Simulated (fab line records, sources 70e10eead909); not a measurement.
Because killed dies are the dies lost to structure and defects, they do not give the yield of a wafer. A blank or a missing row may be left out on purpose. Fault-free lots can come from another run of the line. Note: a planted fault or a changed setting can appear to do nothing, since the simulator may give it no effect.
Matching of chambers    flow nand harc    3 sister chambers for NHARC_P_M0_DEP_00 on pecvd-04
The step deposits SiOC, target thk 150 nm. 6 wafers are shown with their chamber, then 8 later ones without.

== EACH WAFER AND ITS CHAMBER ==
wafer   chamber  showerhead vpp V (V)
L417.2  2        1685
L417.6  2        1654
L422.1  0        1643
L422.4  1        1517
L422.6  0        1662
L421.1  1        1556

== WAFERS WITH NO CHAMBER GIVEN ==
wafer   showerhead vpp V (V)
L421.2  1635
L421.4  1544
L423.1  1637
L423.2  1556
L423.5  1648
L424.1  1675
L424.2  1649
L424.5  1673

== CHAMBER TAKEN BY EACH ==
wafer   from the rows above      in truth
L421.2  can't be placed: 0 or 2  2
L421.4  1                        1
L423.1  can't be placed: 0 or 2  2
L423.2  1                        1
L423.5  can't be placed: 0 or 2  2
L424.1  can't be placed: 2 or 0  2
L424.2  can't be placed: 0 or 2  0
L424.5  can't be placed: 2 or 0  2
Placed correctly: 2 of 8. Can't be placed from these rows: 6 (the true chamber is among the candidates in 6). 0 placed wrongly.
How it was worked out, from the rows above alone: a wafer's distance from a chamber is the root of the sum, over the readings, of the square of ((its reading less the chamber's mean) divided by the reading's scatter). The wafer belongs to the nearest chamber; if the next one is less than 2 further off, it can't be placed. For every chamber, the mean is computed from those of its wafers that are shown. The scatter is the square root of a quotient: the sum, over the shown wafers, of each reading's squared deviation from its chamber's mean, divided by wafers minus chambers.
